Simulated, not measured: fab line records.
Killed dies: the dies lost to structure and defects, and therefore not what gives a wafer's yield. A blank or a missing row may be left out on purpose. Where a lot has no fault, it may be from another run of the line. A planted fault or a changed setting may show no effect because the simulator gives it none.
Lot-split experiment ; flow n5Finfet ; on a route of 1938 steps: 7 lots, 21 wafers read

## THE SPLIT
At N5_BEOL_M7_PECVD_70 (deposits SiO2 from TEOS/O2, target thk 20 nm, time 22.7 s), the setting tempC was moved away from the recipe's 400 C on 6 of the 21 wafers read, by -3.9% to +3.9%. All remaining wafers had this setting at the recipe value.

The reading comes from the split's own step.

## THE READING
SiO2_of_BEOL_M7_PECVD_70.thkNm (the simulator's own value, which no gauge read), in nm, at N5_BEOL_M7_PECVD_70 (deposits SiO2 from TEOS/O2, target thk 20 nm, time 22.7 s). The file does not state a usual value for it. The 15 wafers here that ran the recipe average 19.9 nm, standard deviation 0.27 nm.

wafer;tool, chamber at the split;tempC as run, C;against the recipe;SiO2_of_BEOL_M7_PECVD_70.thkNm, nm;against lot-mates on the recipe
L075.1;pecvd-04, 0;400;recipe;19.6;-
L075.3;pecvd-04, 1;400;recipe;20.2;-
L075.4;pecvd-04, 0;400;recipe;20;-
L076.1;pecvd-04, 1;400;recipe;20.4;-
L076.2;pecvd-04, 0;384.2;-3.9%;21.8;+1.4
L076.6;pecvd-04, 0;384.2;-3.9%;22.2;+1.8
L077.2;pecvd-04, 1,0;400;recipe;19.6;-
L077.6;pecvd-04, 1,0;400;recipe;19.6;-
L077.5;pecvd-04, 1;400;recipe;19.8;-
L080.4;pecvd-01, 0;400;recipe;20;-
L080.5;pecvd-01, 2;395.4;-1.2%;21;+1.0
L080.6;pecvd-01, 1;395.4;-1.2%;20.8;+0.8
L087.1;pecvd-01, 0;400;recipe;20.2;-
L087.4;pecvd-01, 0;400;recipe;20.2;-
L087.2;pecvd-01, 2;400;recipe;19.8;-
L089.2;pecvd-03, 0;400;recipe;19.6;-
L089.3;pecvd-03, 1;415.6;+3.9%;18;-1.8
L089.5;pecvd-03, 1;400;recipe;20;-
L090.1;pecvd-04, 0,1;400;recipe;19.6;-
L090.2;pecvd-04, 0,1;400;recipe;19.6;-
L090.4;pecvd-04, 0;415.6;+3.9%;17.6;-2.0
The file does not say which wafer passed through which chamber wherever a row lists several chambers: such a row stands for several wafers.

THE FIT
A straight line over all 21 wafers: SiO2_of_BEOL_M7_PECVD_70.thkNm changes by -0.548 nm for each +1% of tempC; r = -0.96; the points scatter about the line by 0.29 nm.
The same after taking each lot's own level away (the mean of its wafers on the recipe; 21 wafers): -0.459 nm for each +1%; r = -0.97; scatter 0.22 nm.
The reading moves by 1.8 nm for the largest change in tempC, on that fit.
The span of the lots' own levels, 19.60 to 20.40 nm, comes to 2.9 times the standard deviation stated above.
Hence the slope depends on the lot-to-lot level, as the two fits are not the same.
Check: with one of the wafers moved furthest among these (-3.9%) left out of the fit, the line predicts +1.98 nm for it against its lot-mates. Against them it came out at +1.4 nm.

## OTHER SPLITS ON THESE WAFERS
Other splits were also applied to these wafers ahead of the reading. Each is held against what the fit with the lots' levels taken away leaves over:
other split on the same wafers;wafers away from the commonest value;r with SiO2_of_BEOL_M7_PECVD_70.thkNm (lot level and that fit taken away)
N5_BEOL_M5_HM_DEP_02 targetThkA;11;-0.43
N5_BEOL_M5_ETCH_41 sourceW;7;+0.08

## THE FILE'S OWN FIT
SiO2_of_BEOL_M7_PECVD_70.thkNm changes by -0.468 nm for each +1% of tempC, r = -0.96.
